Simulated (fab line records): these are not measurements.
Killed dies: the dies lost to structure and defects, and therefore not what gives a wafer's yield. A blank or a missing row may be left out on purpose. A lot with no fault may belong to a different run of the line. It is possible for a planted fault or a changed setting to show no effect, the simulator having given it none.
Struck lot and sound lot, side by side | flow n5-finfet | 35 out of 1938 route steps
Sound: wafers L237.1, L237.3, L237.4. Struck: wafers L250.3, L250.5 (left out: L250.2, a lot-mate that was not struck); the cause follows at the end.
Each step with rows lists, per side, the tool, then ch with its chambers, then its first start. Under that, the readings that differ: sound wafers | struck wafers | difference of the means | sigmas: that difference in standard deviations of wafers without a fault.
alike: readings with means less than 2 such deviations apart, plus words and numbers identical on both sides. not compared: withheld readings, readings lacking a value on some wafer, bounds such as >300 that could conceal the same value, and numbers that have no deviation in the record and whose values overlap.
The two part at a step that has a row with sigmas, a row that says differs or no value, or rows on one side only. When numbers do not overlap yet have no deviation, they are printed without sigmas and do not part them. A reading that every wafer of one side lacks parts them only if that side has two wafers or more.

first, 7 steps without rows for these wafers: N5_BEOL_M4_CMP_52 (polishes, stops on SiOC, t overpolish 6.8 s, target thk 40 nm); N5_BEOL_M4_PRE_CLEAN_60 (time 15 s); N5_BEOL_M4_CO_CAP_55 (material Co, precursor CCTBA/H2, target thk 2 nm, time 102.1 s); N5_BEOL_M4_PRE_CLEAN_56 (time 15 s); N5_BEOL_M4_DEP_57 (deposits SiCN from 3MS/NH3, target thk 8 nm, time 14 s); N5_BEOL_M5_ILD_DEP_00 (deposits SiCOH lowk from DEMS/porogen, target thk 140.64 nm, time 25.9 s); N5_BEOL_M5_CURE_79 (cures SiCOH lowk, time 240 s).
N5_BEOL_M5_PECVD_70: deposits SiO2 from TEOS/O2, target thk 16 nm, time 18 s.
  sound on pecvd-01 ch 0,1,2, day 9 04:38; struck on pecvd-01 ch 0, day 12 05:30
  reading                                    | sound          | struck    | difference | sigmas
  model.SiO2_of_BEOL_M5_PECVD_70.thk-nm (nm) | 15.8 15.8 16.4 | 21.2 21.6 | +5.4       |
  alike: chamber-pressure-Torr, heater-power-w, showerhead-plenum-p-Torr, throttle-valve-pct
then, 25 steps without rows for these wafers: N5_BEOL_M5_HM_DEP_02 (deposits TiN, target thk 20 nm); N5_BEOL_M5_COAT_59 (time 60 s, resist thk 60 nm); N5_BEOL_M5_COAT_60 (time 60 s, resist thk 12 nm); N5_BEOL_M5_COAT_71 (time 60 s, resist thk 5 nm); N5_BEOL_M5_COAT_05 (resist thk 30 nm); N5_BEOL_M5_EBR_07; N5_BEOL_M5_SOFTBAKE_06 (time 60 s); N5_BEOL_M5_EXPOSE_08 (exposes mask M5, target cd 28 nm); N5_BEOL_M5_PEB_09 (peb time 60 s); N5_BEOL_M5_DEVELOP_10 (develop time 30 s); N5_BEOL_M5_DESCUM_16 (chemistry O2, time 7 s); N5_BEOL_M5_ETCH_72 (etches underlayer in N2/H2, target depth 6.5 nm, time 5.2 s); N5_BEOL_M5_ETCH_61 (etches SiARC in CF4, target depth 15.6 nm, time 26 s); N5_BEOL_M5_ETCH_62 (etches SOC in N2/H2, target depth 75 nm, overetch 15 nm, time 112.5 s); N5_BEOL_M5_STRIP_63 (strips in N2/H2); N5_BEOL_M5_STRIP_73 (strips in N2/H2); N5_BEOL_M5_STRIP_64 (strips in CF4); N5_BEOL_M5_HM_OPEN_17 (chemistry Cl2/BCl3, target TiN, target depth 20 nm, overetch 6 nm); N5_BEOL_M5_STRIP_19 (strips in O2); N5_BEOL_M5_COAT_65 (time 60 s, resist thk 60 nm); N5_BEOL_M5_COAT_66 (time 60 s, resist thk 12 nm); N5_BEOL_M5_COAT_74 (time 60 s, resist thk 5 nm); N5_BEOL_M5_COAT_22 (resist thk 30 nm); N5_BEOL_M5_EBR_24; N5_BEOL_M5_SOFTBAKE_23 (time 60 s).
N5_BEOL_M5_HM_STRIP_39: strips TiN in peroxide tin strip, target depth 25 nm, time 158 s.
  sound on wet-bench-03 ch 1,4,6, day 9 08:16; struck on wet-bench-02 ch 0,4, day 12 08:31
  reading                                    | sound          | struck  | difference | sigmas
  model.SiO2_of_BEOL_M5_PECVD_70.thk-nm (nm) | 15.6 15.6 16.2 | 21 21.4 | +5         |
  alike: bath-heat-duty-pct, temp-c
N5_BEOL_M5_CMP_52: polishes, stops on SiCOH lowk, t overpolish 6.9 s, target thk 62 nm.
  sound on cmp-04 ch 0,1,3, day 9 14:27; struck on cmp-04 ch 0,3, day 12 14:36
  reading                      | sound          | struck    | difference | sigmas
  barrier-field-endpoint-s (s) | 24.3 25.7 24.7 | 32.1 30.5 | +6.4       | +8
  alike: motor-current-A

WHERE THEY PART
Only at N5_BEOL_M5_CMP_52, within this record.

WHY: what the simulator had put in
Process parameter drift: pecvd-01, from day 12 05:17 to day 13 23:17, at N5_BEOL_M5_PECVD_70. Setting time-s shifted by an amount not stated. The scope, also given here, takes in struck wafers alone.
